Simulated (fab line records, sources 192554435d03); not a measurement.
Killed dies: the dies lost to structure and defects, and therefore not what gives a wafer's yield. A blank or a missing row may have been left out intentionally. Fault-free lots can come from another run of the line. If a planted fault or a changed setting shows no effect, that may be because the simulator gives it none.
Which of the tools did it? | flow n5 finfet | 8 lots with 24 wafers sampled at 4 steps, on a route of 1938 steps

WHAT EACH GAUGE READ, for each wafer
N5_BEOL_M0_SAQP_INSPECT_42: inspects for defects (brightfield).
lot  | measured     | on                | raw defect count
L147 | day 6 01:01  | defect inspect-01 | 222 298 256
L150 | day 6 15:48  | defect inspect-01 | 239 222 234
L157 | day 8 15:58  | defect inspect-02 | 343 324 373
L164 | day 10 04:17 | defect inspect-01 | 205 272 213
L165 | day 10 11:51 | defect inspect-01 | 707 717 889
L167 | day 10 19:46 | defect inspect-01 | 605 650 753
L168 | day 11 01:26 | defect inspect-01 | 202 185 189
L169 | day 11 15:40 | defect inspect-01 | 243 345 346

WHAT TOOL EACH LOT RAN ON (gives the tool, then ch and the chambers of the sampled wafers, and finally the start)
lot  | N5_BEOL_M0_SAQP_STRIP_86          | N5_BEOL_M0_SAQP_STRIP_115           | N5_BEOL_M0_SAQP_SPACER2_ALD_26
L147 | rie diel-05 ch 0,1,2, day 5 21:31 | wet bench-04 ch 0,1,4, day 5 21:34  | ald sin-03 ch 0,1,3, day 5 23:49
L150 | rie diel-02 ch 0,2,3, day 6 12:14 | wet bench-04 ch 1,5,6, day 6 12:18  | ald sin-02 ch 1,2, day 6 14:32
L157 | rie diel-02 ch 0,2, day 8 10:42   | wet bench-01 ch 2,5,6, day 8 10:46  | ald sin-02 ch 1,2,3, day 8 14:41
L164 | rie diel-03 ch 1,2, day 10 00:35  | wet bench-01 ch 2,3,6, day 10 00:39 | ald sin-01 ch 0,1,2, day 10 03:08
L165 | rie diel-02 ch 2,3, day 10 08:20  | wet bench-01 ch 1,5,6, day 10 08:25 | ald sin-02 ch 1,2, day 10 10:43
L167 | rie diel-05 ch 1,3, day 10 15:17  | wet bench-01 ch 2,3,5, day 10 15:21 | ald sin-01 ch 1,2,3, day 10 18:37
L168 | rie diel-02 ch 1,3, day 10 21:55  | wet bench-04 ch 0,1,5, day 10 21:59 | ald sin-03 ch 1,2,3, day 11 00:14
L169 | rie diel-02 ch 1,2, day 11 10:28  | wet bench-04 ch 1,2,3, day 11 10:31 | ald sin-01 ch 0,1,2, day 11 13:16
- N5_BEOL_M0_SAQP_STRIP_86: strips in N2/H2.
- N5_BEOL_M0_SAQP_STRIP_115: strips in post etch residue remover, time 60 s.
- N5_BEOL_M0_SAQP_SPACER2_ALD_26: deposits SiO2, target thk 15 nm, pulse time 1 s, purge time 2 s.

THE ANSWER, worked out from the rows above alone
Rule: usual is defined by the lots themselves. The widest of any qualifying gaps counts: lots, ordered by their means at a reading, are off when they make up no more than a third of the lots, leave a main group of 4 or more, and stand apart from it by 3 or more times the standard deviation of that group's means. If all means in a main group match to the digits the tables above print for the reading, that group is not used. Also off: a lot with no number at a reading for which 4 or more lots have one. The other lots that the step has rows for count as sound.
Off at N5_BEOL_M0_SAQP_INSPECT_42 (raw defect count): L165, L167. For the main group the mean is 262 and the standard deviation 52.
A tool fits if, at a process step before that reading, it ran every lot that is off, and no sound lot after the first of them. Those tools and the gauges at N5_BEOL_M0_SAQP_INSPECT_42 are tried in the same way. One candidate fits, namely wet bench-01 at N5_BEOL_M0_SAQP_STRIP_115. Its last sound lot is L164 (day 10 00:39), its first lot that is off L165 (day 10 08:25): a fault that began between those two fits.

WHAT THE SIMULATOR HAD INSERTED
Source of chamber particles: wet bench-01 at N5_BEOL_M0_SAQP_STRIP_115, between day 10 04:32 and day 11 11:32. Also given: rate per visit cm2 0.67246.
Shown lots that were struck: L165, L167. This agrees with what the rule above found.
